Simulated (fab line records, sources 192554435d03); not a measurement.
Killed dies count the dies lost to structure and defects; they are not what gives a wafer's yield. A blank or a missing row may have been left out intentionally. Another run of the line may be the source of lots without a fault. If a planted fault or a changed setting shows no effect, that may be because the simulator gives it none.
Which tool did it? || flow n5_finfet || 12 lots with 36 wafers sampled at 4 steps, on a route of 1938 steps

## WHAT THE GAUGES READ, wafer by wafer
N5_BEOL_M14_OCD_MEAS_35.
{"lot": "L077", "measured": "day 12 11:01", "on": "ocd-02", "trench_depth_nm (nm)": "559 539 556"}
{"lot": "L079", "measured": "day 13 05:33", "on": "ocd-01", "trench_depth_nm (nm)": "531 538 542"}
{"lot": "L080", "measured": "day 13 16:23", "on": "ocd-01", "trench_depth_nm (nm)": "559 557 554"}
{"lot": "L074", "measured": "day 13 18:11", "on": "ocd-02", "trench_depth_nm (nm)": "556 552 557"}
{"lot": "L084", "measured": "day 14 03:38", "on": "ocd-01", "trench_depth_nm (nm)": "542 537 539"}
{"lot": "L085", "measured": "day 14 07:19", "on": "ocd-01", "trench_depth_nm (nm)": "550 554 552"}
{"lot": "L087", "measured": "day 15 20:44", "on": "ocd-02", "trench_depth_nm (nm)": "570 579 572"}
{"lot": "L089", "measured": "day 16 01:31", "on": "ocd-02", "trench_depth_nm (nm)": "569 538 533"}
{"lot": "L090", "measured": "day 16 14:26", "on": "ocd-01", "trench_depth_nm (nm)": "573 577 536"}
{"lot": "L093", "measured": "day 17 08:25", "on": "ocd-01", "trench_depth_nm (nm)": "557 548 559"}
{"lot": "L095", "measured": "day 17 16:53", "on": "ocd-01", "trench_depth_nm (nm)": "536 566 542"}
{"lot": "L097", "measured": "day 18 01:00", "on": "ocd-01", "trench_depth_nm (nm)": "583 579 542"}

## WHICH TOOL RAN EACH LOT (tool, then ch and the chambers of the sampled wafers, then the start)
{"lot": "L077", "N5_BEOL_M13_PRE_CLEAN_42": "pvd_sputter-01, day 12 07:13", "N5_BEOL_M13_SPUTTER_45": "pvd_sputter-01, day 12 07:25", "N5_BEOL_M14_TRENCH_ETCH_34": "rie_diel-01 ch 0,1, day 12 10:52"}
{"lot": "L079", "N5_BEOL_M13_PRE_CLEAN_42": "pvd_sputter-01, day 13 02:00", "N5_BEOL_M13_SPUTTER_45": "pvd_sputter-01, day 13 02:12", "N5_BEOL_M14_TRENCH_ETCH_34": "rie_diel-03 ch 1,2, day 13 05:24"}
{"lot": "L080", "N5_BEOL_M13_PRE_CLEAN_42": "pvd_sputter-01, day 13 12:54", "N5_BEOL_M13_SPUTTER_45": "pvd_sputter-01, day 13 13:06", "N5_BEOL_M14_TRENCH_ETCH_34": "rie_diel-01 ch 1,2, day 13 16:14"}
{"lot": "L074", "N5_BEOL_M13_PRE_CLEAN_42": "pvd_sputter-02, day 13 14:10", "N5_BEOL_M13_SPUTTER_45": "pvd_sputter-02, day 13 14:22", "N5_BEOL_M14_TRENCH_ETCH_34": "rie_diel-01 ch 1,2, day 13 18:01"}
{"lot": "L084", "N5_BEOL_M13_PRE_CLEAN_42": "pvd_sputter-03, day 13 23:49", "N5_BEOL_M13_SPUTTER_45": "pvd_sputter-03, day 14 00:01", "N5_BEOL_M14_TRENCH_ETCH_34": "rie_diel-03 ch 1,2, day 14 03:28"}
{"lot": "L085", "N5_BEOL_M13_PRE_CLEAN_42": "pvd_sputter-01, day 14 03:24", "N5_BEOL_M13_SPUTTER_45": "pvd_sputter-01, day 14 03:36", "N5_BEOL_M14_TRENCH_ETCH_34": "rie_diel-01 ch 2,3, day 14 07:10"}
{"lot": "L087", "N5_BEOL_M13_PRE_CLEAN_42": "pvd_sputter-01, day 15 17:19", "N5_BEOL_M13_SPUTTER_45": "pvd_sputter-01, day 15 17:31", "N5_BEOL_M14_TRENCH_ETCH_34": "rie_diel-05 ch 1,2, day 15 20:35"}
{"lot": "L089", "N5_BEOL_M13_PRE_CLEAN_42": "pvd_sputter-03, day 15 21:08", "N5_BEOL_M13_SPUTTER_45": "pvd_sputter-03, day 15 21:20", "N5_BEOL_M14_TRENCH_ETCH_34": "rie_diel-05 ch 0,1,3, day 16 01:22"}
{"lot": "L090", "N5_BEOL_M13_PRE_CLEAN_42": "pvd_sputter-01, day 16 10:46", "N5_BEOL_M13_SPUTTER_45": "pvd_sputter-01, day 16 10:58", "N5_BEOL_M14_TRENCH_ETCH_34": "rie_diel-05 ch 0,1,2, day 16 14:16"}
{"lot": "L093", "N5_BEOL_M13_PRE_CLEAN_42": "pvd_sputter-03, day 17 04:32", "N5_BEOL_M13_SPUTTER_45": "pvd_sputter-03, day 17 04:44", "N5_BEOL_M14_TRENCH_ETCH_34": "rie_diel-01 ch 0,1, day 17 08:16"}
{"lot": "L095", "N5_BEOL_M13_PRE_CLEAN_42": "pvd_sputter-01, day 17 13:01", "N5_BEOL_M13_SPUTTER_45": "pvd_sputter-01, day 17 13:13", "N5_BEOL_M14_TRENCH_ETCH_34": "rie_diel-03 ch 0,1,2, day 17 16:43"}
{"lot": "L097", "N5_BEOL_M13_PRE_CLEAN_42": "pvd_sputter-02, day 17 21:34", "N5_BEOL_M13_SPUTTER_45": "pvd_sputter-02, day 17 21:46", "N5_BEOL_M14_TRENCH_ETCH_34": "rie_diel-05 ch 0,1,2, day 18 00:51"}
- N5_BEOL_M13_PRE_CLEAN_42: time 30 s.
- N5_BEOL_M13_SPUTTER_45: material Cu, target thk 80 nm, time 13.33 s.
- N5_BEOL_M14_TRENCH_ETCH_34: etches SiO2 in C4F8/O2/Ar, target depth 556.65 nm, time 126.9 s.

## THE ANSWER, worked out from the rows above alone
Rule: the lots themselves supply what counts as usual. Put in order of their means at a reading, lots are off if they are a third of the lots or fewer, leave a main group of 4 or more, and stand apart from it by a gap of 3 or more times the standard deviation of the main group's means; of several such gaps the widest counts. A main group is skipped when, at the precision printed for the reading in the tables above, its means are all equal. Also off: a lot with no number at a reading for which 4 or more lots have one. All remaining lots with rows at the step are treated as sound.
Across all readings shown, no lot is off: no conclusion can be drawn from this.

## WHAT THE SIMULATOR PUT IN
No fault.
